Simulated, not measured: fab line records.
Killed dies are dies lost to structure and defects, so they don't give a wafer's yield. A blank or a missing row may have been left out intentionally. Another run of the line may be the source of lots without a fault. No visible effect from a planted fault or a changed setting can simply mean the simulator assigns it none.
Matching of chambers + flow n5 finfet + cmp-02 running N5_BEOL_M14_CMP_49: 4 sister chambers
The step polishes, stops on SiO2, t overpolish 5.2 s, target thk 560 nm. 14 wafers are shown with their chamber, then 7 later ones without.

WAFERS PAIRED WITH THEIR CHAMBERS
| wafer  | chamber | overpolish run s (s) | barrier field endpoint s (s) | motor current A (A) |
|--------|---------|----------------------|------------------------------|---------------------|
| L074.4 | 2       | 5.200                | 10.9                         | 8.2                 |
| L074.5 | 3       | 5.208                | 11.1                         | 7.6                 |
| L074.6 | 2       | 5.198                | 10.8                         | 7.7                 |
| L078.3 | 3       | 5.206                | 10.8                         | 8.3                 |
| L078.4 | 0       | 5.210                | 10.9                         | 8.6                 |
| L078.5 | 3       | 5.210                | 10.7                         | 7.8                 |
| L080.2 | 2       | 5.193                | 11.0                         | 8.0                 |
| L080.3 | 3       | 5.204                | 11.0                         | 8.0                 |
| L080.5 | 0       | 5.199                | 11.3                         | 8.4                 |
| L083.1 | 0       | 5.210                | 11.3                         | 8.0                 |
| L083.3 | 1       | 5.174                | 11.2                         | 7.8                 |
| L083.4 | 2       | 5.196                | 11.1                         | 8.2                 |
| L089.2 | 2       | 5.203                | 11.0                         | 7.4                 |
| L089.3 | 0       | 5.202                | 11.5                         | 8.3                 |

SIGNATURES (means of the wafers above)
| reading                  | chamber 0 | chamber 1 | chamber 2 | chamber 3 | scatter within a chamber |
|--------------------------|-----------|-----------|-----------|-----------|--------------------------|
| overpolish run s         | 5.20525   | 5.17400   | 5.19800   | 5.20700   | 0.00416                  |
| barrier field endpoint s | 11.250    | 11.200    | 10.960    | 10.900    | 0.185                    |
| motor current A          | 8.325     | 7.800     | 7.900     | 7.925     | 0.306                    |
Rule: for each reading, subtract the chamber's mean from the wafer's reading, divide by that reading's scatter and square the result; add these up over the readings and take the root, which gives the wafer's distance from the chamber. If the next closest chamber is less than 2 further off than the closest, the wafer can't be placed; otherwise it belongs to the closest. How the scatter is found: for the shown wafers, subtract from each reading the mean of its chamber, square and add these, divide the total by (wafers less chambers), then take the root.

WAFERS WITH NO CHAMBER GIVEN
| wafer  | overpolish run s (s) | barrier field endpoint s (s) | motor current A (A) |
|--------|----------------------|------------------------------|---------------------|
| L089.4 | 5.208                | 11.3                         | 7.8                 |
| L087.1 | 5.193                | 11.3                         | 8.1                 |
| L087.3 | 5.203                | 11.6                         | 8.3                 |
| L087.5 | 5.200                | 11.6                         | 8.0                 |
| L093.1 | 5.202                | 11.2                         | 7.8                 |
| L093.4 | 5.210                | 11.7                         | 7.7                 |
| L093.5 | 5.213                | 11.0                         | 7.8                 |

WHICH CHAMBER EACH ONE RAN IN
| wafer  | from the rows above          | in truth |
|--------|------------------------------|----------|
| L089.4 | can't be placed: 0 or 3 or 2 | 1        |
| L087.1 | can't be placed: 2 or 0 or 3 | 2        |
| L087.3 | can't be placed: 0 or 2      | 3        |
| L087.5 | can't be placed: 0 or 2 or 3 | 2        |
| L093.1 | can't be placed: 2 or 0 or 3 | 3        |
| L093.4 | can't be placed: 0 or 3 or 2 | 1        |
| L093.5 | can't be placed: 3 or 0      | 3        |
Correct placement for 0 of the 7. Cannot be placed on the basis of these rows: 7; the candidates contain the true chamber in 4. 0 placed wrongly.
